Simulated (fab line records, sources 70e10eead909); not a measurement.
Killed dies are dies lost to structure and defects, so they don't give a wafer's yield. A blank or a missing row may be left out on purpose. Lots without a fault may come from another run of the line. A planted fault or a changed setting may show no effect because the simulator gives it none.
Chamber matching | flow nand_harc | NHARC_P_GATE_STRIP_101 on rie_diel-10: 4 sister chambers
The step strips in O2, time 20 s. 4 wafers are shown with their chamber, then 12 later ones without.

WAFERS WITH THEIR CHAMBER
wafer  | chamber | showerhead_plenum_p_Torr (Torr)
L077.1 | 3       | 3.77
L088.2 | 1       | 3.59
L090.3 | 2       | 3.38
L090.6 | 0       | 3.53

WAFERS WITHOUT THEIR CHAMBER
wafer  | showerhead_plenum_p_Torr (Torr)
L091.1 | 3.58
L091.3 | 3.77
L091.4 | 3.53
L092.1 | 3.77
L092.5 | 3.58
L092.6 | 3.53
L095.1 | 3.38
L095.4 | 3.58
L095.5 | 3.38
L097.1 | 3.52
L097.4 | 3.77
L097.5 | 3.38

WHICH CHAMBER EACH WENT THROUGH
wafer  | from the rows above | in truth
L091.1 | 1                   | 1
L091.3 | 3                   | 3
L091.4 | 0                   | 0
L092.1 | 3                   | 3
L092.5 | 1                   | 1
L092.6 | 0                   | 0
L095.1 | 2                   | 2
L095.4 | 1                   | 1
L095.5 | 2                   | 2
L097.1 | 0                   | 0
L097.4 | 3                   | 3
L097.5 | 2                   | 2
Placed correctly: 12 of 12. Can't be placed from these rows: 0. Placed wrongly: 0.
How it was worked out, from the rows above alone: a wafer's distance from a chamber is the root of the sum, over the readings, of the square of ((its reading less the chamber's mean) divided by the reading's scatter). The wafer belongs to the nearest chamber; if the next one is less than 2 further off, it can't be placed. A chamber's mean is the mean of its shown wafers. The scatter: with one shown wafer a chamber, the root of the mean of the squares of how far each hidden wafer lies from its nearest shown one.
